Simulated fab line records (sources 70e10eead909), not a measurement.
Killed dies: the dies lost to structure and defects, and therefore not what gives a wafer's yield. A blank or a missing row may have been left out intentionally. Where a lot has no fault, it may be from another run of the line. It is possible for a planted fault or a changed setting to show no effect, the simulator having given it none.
Chamber matching + flow nand harc + 4 sister chambers for NHARC_A_CHANNEL_HOLE_D1_ETCH_44 on rie diel-03
The step etches the open film in CF4/O2, target depth 140 nm, overetch 14 nm, time 77 s. 27 wafers are shown with their chamber, then 12 later ones without.

WAFERS PAIRED WITH THEIR CHAMBERS
| wafer  | chamber | drypump motor current A (A) | showerhead plenum p Torr (Torr) | rf vpp V (V) |
|--------|---------|-----------------------------|---------------------------------|--------------|
| L075.2 | 1       | 6.2                         | 1.34                            | 197.8        |
| L075.5 | 1       | 6.2                         | 1.34                            | 197.7        |
| L075.6 | 2       | 5.3                         | 1.35                            | 199.0        |
| L075.1 | 3       | 6.3                         | 1.38                            | 199.3        |
| L075.3 | 0       | 6.2                         | 1.38                            | 199.5        |
| L075.4 | 2       | 5.2                         | 1.34                            | 200.4        |
| L077.2 | 0       | 6.2                         | 1.38                            | 199.2        |
| L077.3 | 3       | 6.3                         | 1.38                            | 199.7        |
| L077.4 | 1       | 6.2                         | 1.34                            | 197.7        |
| L083.2 | 1       | 6.2                         | 1.34                            | 196.6        |
| L083.3 | 2       | 5.3                         | 1.34                            | 198.6        |
| L083.4 | 2       | 5.3                         | 1.34                            | 198.7        |
| L090.1 | 0       | 6.2                         | 1.38                            | 199.2        |
| L090.5 | 3       | 6.3                         | 1.38                            | 197.3        |
| L090.6 | 0       | 6.2                         | 1.38                            | 198.4        |
| L089.1 | 0       | 6.2                         | 1.38                            | 195.3        |
| L089.2 | 3       | 6.3                         | 1.38                            | 198.6        |
| L089.3 | 2       | 5.3                         | 1.34                            | 198.3        |
| L086.3 | 1       | 6.2                         | 1.34                            | 199.9        |
| L086.5 | 0       | 6.2                         | 1.38                            | 199.9        |
| L086.6 | 3       | 6.3                         | 1.38                            | 199.6        |
| L092.1 | 1       | 6.2                         | 1.34                            | 198.6        |
| L092.2 | 0       | 6.2                         | 1.38                            | 199.6        |
| L092.4 | 2       | 5.3                         | 1.34                            | 198.2        |
| L092.3 | 3       | 6.3                         | 1.38                            | 198.7        |
| L092.5 | 1       | 6.2                         | 1.34                            | 197.4        |
| L092.6 | 2       | 5.3                         | 1.34                            | 197.8        |

SIGNATURES, as means of the wafers listed above
| reading                  | chamber 0 | chamber 1 | chamber 2 | chamber 3 | scatter within a chamber |
|--------------------------|-----------|-----------|-----------|-----------|--------------------------|
| drypump motor current A  | 6.200     | 6.200     | 5.286     | 6.300     | 0.0193                   |
| showerhead plenum p Torr | 1.3800    | 1.3400    | 1.3414    | 1.3800    | 0.00193                  |
| rf vpp V                 | 198.729   | 197.957   | 198.714   | 198.867   | 1.14                     |
Rule: a wafer lies at a distance from a chamber equal to the root of the sum of squares, over the readings, of (its reading less the chamber's mean, divided by the reading's scatter). The wafer belongs to the nearest chamber; if the next one is less than 2 further off, it can't be placed. The scatter is the square root of a quotient: the sum, over the shown wafers, of each reading's squared deviation from its chamber's mean, divided by wafers minus chambers.

WAFERS WITH NO CHAMBER GIVEN
| wafer  | drypump motor current A (A) | showerhead plenum p Torr (Torr) | rf vpp V (V) |
|--------|-----------------------------|---------------------------------|--------------|
| L093.3 | 6.3                         | 1.38                            | 199.5        |
| L093.5 | 5.2                         | 1.34                            | 197.4        |
| L093.6 | 6.3                         | 1.38                            | 198.2        |
| L097.1 | 6.2                         | 1.38                            | 197.2        |
| L097.2 | 5.2                         | 1.34                            | 198.0        |
| L097.4 | 6.3                         | 1.38                            | 198.6        |
| L097.3 | 6.2                         | 1.34                            | 197.4        |
| L097.5 | 6.4                         | 1.38                            | 199.6        |
| L097.6 | 6.2                         | 1.38                            | 198.8        |
| L095.1 | 5.2                         | 1.34                            | 198.8        |
| L095.2 | 6.2                         | 1.38                            | 197.9        |
| L095.5 | 5.2                         | 1.34                            | 198.5        |

WHICH CHAMBER EACH ONE RAN IN
| wafer  | from the rows above | in truth |
|--------|---------------------|----------|
| L093.3 | 3                   | 3        |
| L093.5 | 2                   | 2        |
| L093.6 | 3                   | 3        |
| L097.1 | 0                   | 0        |
| L097.2 | 2                   | 2        |
| L097.4 | 3                   | 3        |
| L097.3 | 1                   | 1        |
| L097.5 | 3                   | 3        |
| L097.6 | 0                   | 0        |
| L095.1 | 2                   | 2        |
| L095.2 | 0                   | 0        |
| L095.5 | 2                   | 2        |
Correctly placed: 12 of 12. Number that these rows cannot place: 0. Wrongly placed: 0.
